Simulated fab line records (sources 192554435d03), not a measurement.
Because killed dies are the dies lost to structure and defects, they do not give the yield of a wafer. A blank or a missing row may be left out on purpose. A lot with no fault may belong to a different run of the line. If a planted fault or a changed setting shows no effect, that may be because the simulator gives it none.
Which tool was responsible? || flow n5_finfet || 36 wafers from 12 lots sampled at 3 of the route's 1938 steps

WHAT THE GAUGES READ, wafer by wafer
N5_BEOL_M6_RS_MEAS_57: the measuring method here is four-point-probe.
{"lot": "L302", "measured": "day 8 22:18", "on": "film_metro-02", "M6_RS (ohm/sq)": "0.277 0.286 0.279"}
{"lot": "L304", "measured": "day 9 07:41", "on": "film_metro-01", "M6_RS (ohm/sq)": "0.284 0.295 0.296"}
{"lot": "L307", "measured": "day 10 03:22", "on": "film_metro-01", "M6_RS (ohm/sq)": "0.282 0.282 0.294"}
{"lot": "L308", "measured": "day 10 03:47", "on": "film_metro-01", "M6_RS (ohm/sq)": "0.282 0.276 0.279"}
{"lot": "L309", "measured": "day 10 11:25", "on": "film_metro-01", "M6_RS (ohm/sq)": "0.285 0.283 0.296"}
{"lot": "L310", "measured": "day 10 14:59", "on": "film_metro-01", "M6_RS (ohm/sq)": "0.293 0.294 0.288"}
{"lot": "L318", "measured": "day 12 12:46", "on": "film_metro-02", "M6_RS (ohm/sq)": "0.303 0.294 0.300"}
{"lot": "L319", "measured": "day 12 22:56", "on": "film_metro-02", "M6_RS (ohm/sq)": "0.288 0.281 0.288"}
{"lot": "L322", "measured": "day 13 21:38", "on": "film_metro-02", "M6_RS (ohm/sq)": "0.291 0.281 0.286"}
{"lot": "L323", "measured": "day 13 22:51", "on": "film_metro-01", "M6_RS (ohm/sq)": "0.284 0.285 0.280"}
{"lot": "L324", "measured": "day 14 09:08", "on": "film_metro-01", "M6_RS (ohm/sq)": "0.283 0.275 0.281"}
{"lot": "L325", "measured": "day 14 14:30", "on": "film_metro-01", "M6_RS (ohm/sq)": "0.275 0.292 0.292"}

WHAT TOOL EACH LOT RAN ON (gives the tool, then ch and the chambers of the sampled wafers, and finally the start)
{"lot": "L302", "N5_BEOL_M6_PRE_CLEAN_45": "pvd_sputter-03, day 8 20:22", "N5_BEOL_M6_ANNEAL_51": "rtp_anneal-02 ch 0, day 8 21:37"}
{"lot": "L304", "N5_BEOL_M6_PRE_CLEAN_45": "pvd_sputter-03, day 9 06:02", "N5_BEOL_M6_ANNEAL_51": "rtp_anneal-01 ch 0, day 9 07:00"}
{"lot": "L307", "N5_BEOL_M6_PRE_CLEAN_45": "pvd_sputter-02, day 10 01:25", "N5_BEOL_M6_ANNEAL_51": "rtp_anneal-02 ch 0, day 10 02:38"}
{"lot": "L308", "N5_BEOL_M6_PRE_CLEAN_45": "pvd_sputter-02, day 10 02:07", "N5_BEOL_M6_ANNEAL_51": "rtp_anneal-02 ch 0, day 10 03:01"}
{"lot": "L309", "N5_BEOL_M6_PRE_CLEAN_45": "pvd_sputter-02, day 10 09:27", "N5_BEOL_M6_ANNEAL_51": "rtp_anneal-02 ch 0, day 10 10:31"}
{"lot": "L310", "N5_BEOL_M6_PRE_CLEAN_45": "pvd_sputter-01, day 10 13:02", "N5_BEOL_M6_ANNEAL_51": "rtp_anneal-02 ch 0, day 10 14:15"}
{"lot": "L318", "N5_BEOL_M6_PRE_CLEAN_45": "pvd_sputter-02, day 12 10:49", "N5_BEOL_M6_ANNEAL_51": "rtp_anneal-02 ch 0, day 12 12:01"}
{"lot": "L319", "N5_BEOL_M6_PRE_CLEAN_45": "pvd_sputter-03, day 12 21:04", "N5_BEOL_M6_ANNEAL_51": "rtp_anneal-01 ch 0, day 12 22:21"}
{"lot": "L322", "N5_BEOL_M6_PRE_CLEAN_45": "pvd_sputter-03, day 13 19:47", "N5_BEOL_M6_ANNEAL_51": "rtp_anneal-01 ch 0, day 13 20:56"}
{"lot": "L323", "N5_BEOL_M6_PRE_CLEAN_45": "pvd_sputter-01, day 13 20:38", "N5_BEOL_M6_ANNEAL_51": "rtp_anneal-02 ch 0, day 13 22:07"}
{"lot": "L324", "N5_BEOL_M6_PRE_CLEAN_45": "pvd_sputter-02, day 14 06:59", "N5_BEOL_M6_ANNEAL_51": "rtp_anneal-02 ch 0, day 14 08:27"}
{"lot": "L325", "N5_BEOL_M6_PRE_CLEAN_45": "pvd_sputter-01, day 14 12:29", "N5_BEOL_M6_ANNEAL_51": "rtp_anneal-01 ch 0, day 14 13:47"}
- N5_BEOL_M6_PRE_CLEAN_45: time 30 s.
- N5_BEOL_M6_ANNEAL_51: time 90 s.

WHAT THE TOOLS THEMSELVES READ (means of the sampled wafers that have a number; where no wafer has one, the mark that the record gives instead)
N5_BEOL_M6_PRE_CLEAN_45.
{"lot": "L302", "tool": "pvd_sputter-03", "heater_power_w (W)": 353}
{"lot": "L304", "tool": "pvd_sputter-03", "heater_power_w (W)": 319}
{"lot": "L307", "tool": "pvd_sputter-02", "heater_power_w (W)": 337}
{"lot": "L308", "tool": "pvd_sputter-02", "heater_power_w (W)": 359}
{"lot": "L309", "tool": "pvd_sputter-02", "heater_power_w (W)": 357}
{"lot": "L310", "tool": "pvd_sputter-01", "heater_power_w (W)": 355}
{"lot": "L318", "tool": "pvd_sputter-02", "heater_power_w (W)": 340}
{"lot": "L319", "tool": "pvd_sputter-03", "heater_power_w (W)": 338}
{"lot": "L322", "tool": "pvd_sputter-03", "heater_power_w (W)": 322}
{"lot": "L323", "tool": "pvd_sputter-01", "heater_power_w (W)": 327}
{"lot": "L324", "tool": "pvd_sputter-02", "heater_power_w (W)": 336}
{"lot": "L325", "tool": "pvd_sputter-01", "heater_power_w (W)": 353}

N5_BEOL_M6_ANNEAL_51.
{"lot": "L302", "tool": "rtp_anneal-02", "wafer_temp_C_max": 225.82}
{"lot": "L304", "tool": "rtp_anneal-01", "wafer_temp_C_max": 225.78}
{"lot": "L307", "tool": "rtp_anneal-02", "wafer_temp_C_max": 225.94}
{"lot": "L308", "tool": "rtp_anneal-02", "wafer_temp_C_max": 225.79}
{"lot": "L309", "tool": "rtp_anneal-02", "wafer_temp_C_max": 225.95}
{"lot": "L310", "tool": "rtp_anneal-02", "wafer_temp_C_max": 225.90}
{"lot": "L318", "tool": "rtp_anneal-02", "wafer_temp_C_max": 226.13}
{"lot": "L319", "tool": "rtp_anneal-01", "wafer_temp_C_max": 226.05}
{"lot": "L322", "tool": "rtp_anneal-01", "wafer_temp_C_max": 225.75}
{"lot": "L323", "tool": "rtp_anneal-02", "wafer_temp_C_max": 225.87}
{"lot": "L324", "tool": "rtp_anneal-02", "wafer_temp_C_max": 225.85}
{"lot": "L325", "tool": "rtp_anneal-01", "wafer_temp_C_max": 225.86}

THE ANSWER, worked out from the rows above alone
Rule: what is usual is taken from the lots themselves. Put in order of their means at a reading, lots are off if they are a third of the lots or fewer, leave a main group of 4 or more, and stand apart from it by a gap of 3 or more times the standard deviation of the main group's means; of several such gaps the widest counts. A main group is skipped when, at the precision printed for the reading in the tables above, its means are all equal. Also off: a lot with no number at a reading for which 4 or more lots have one. The other lots that the step has rows for count as sound. After the gauges, taken in route order, come the tools' own readings; for these a lot's mean is taken, as printed above. At the first step where some lot is off, the reading lying furthest off is the one used; lots without a number count as furthest.
No lot is off at any reading shown: from this, nothing can be told.

WHAT THE SIMULATOR HAD PUT IN
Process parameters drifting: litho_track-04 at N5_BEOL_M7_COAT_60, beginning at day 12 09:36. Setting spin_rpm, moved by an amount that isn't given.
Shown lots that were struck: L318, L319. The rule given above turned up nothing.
